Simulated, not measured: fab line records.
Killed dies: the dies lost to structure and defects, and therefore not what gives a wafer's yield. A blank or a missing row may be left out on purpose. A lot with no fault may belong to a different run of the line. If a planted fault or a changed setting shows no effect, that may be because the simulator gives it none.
Chamber matching -- flow n5 finfet -- 4 sister chambers for N5_BEOL_M9_CMP_52 on cmp-04
The step polishes, stops on SiCOH lowk, t overpolish 7 s, target thk 140 nm. 8 wafers are shown with their chamber, then 7 later ones without.

WAFERS PAIRED WITH THEIR CHAMBERS
wafer,chamber,time to endpoint s (s),motor current A (A)
L853.5,1,64,6.0
L855.2,2,66,5.8
L855.5,1,64,5.6
L857.1,3,61,6.0
L857.2,0,66,6.2
L857.6,2,65,6.0
L862.3,3,62,6.2
L862.4,0,69,6.6

WAFERS WHOSE CHAMBER IS MISSING
wafer,time to endpoint s (s),motor current A (A)
L862.6,62,6.2
L864.2,72,6.3
L864.4,67,6.4
L864.6,64,6.4
L871.1,67,5.6
L871.2,66,5.7
L871.3,63,6.2

CHAMBER TAKEN BY EACH
wafer,from the rows above,in truth
L862.6,can't be placed: 3 or 1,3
L864.2,can't be placed: 0 or 2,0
L864.4,0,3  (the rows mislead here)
L864.6,can't be placed: 3 or 2 or 1 or 0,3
L871.1,can't be placed: 2 or 1 or 0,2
L871.2,can't be placed: 2 or 1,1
L871.3,can't be placed: 3 or 1 or 2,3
Correctly placed: 0 of 7. From these rows, 6 cannot be placed; in 6 the true chamber is one of the candidates. Wrongly placed: 1.
How it was worked out, from the rows above alone: a wafer's distance from a chamber is the root of the sum, over the readings, of the square of ((its reading less the chamber's mean) divided by the reading's scatter). The wafer belongs to the nearest chamber; if the next one is less than 2 further off, it can't be placed. For every chamber, the mean is computed from those of its wafers that are shown. The scatter: take each reading less its chamber's mean, square it, sum over the shown wafers, divide by the number of wafers less the number of chambers, and take the root.
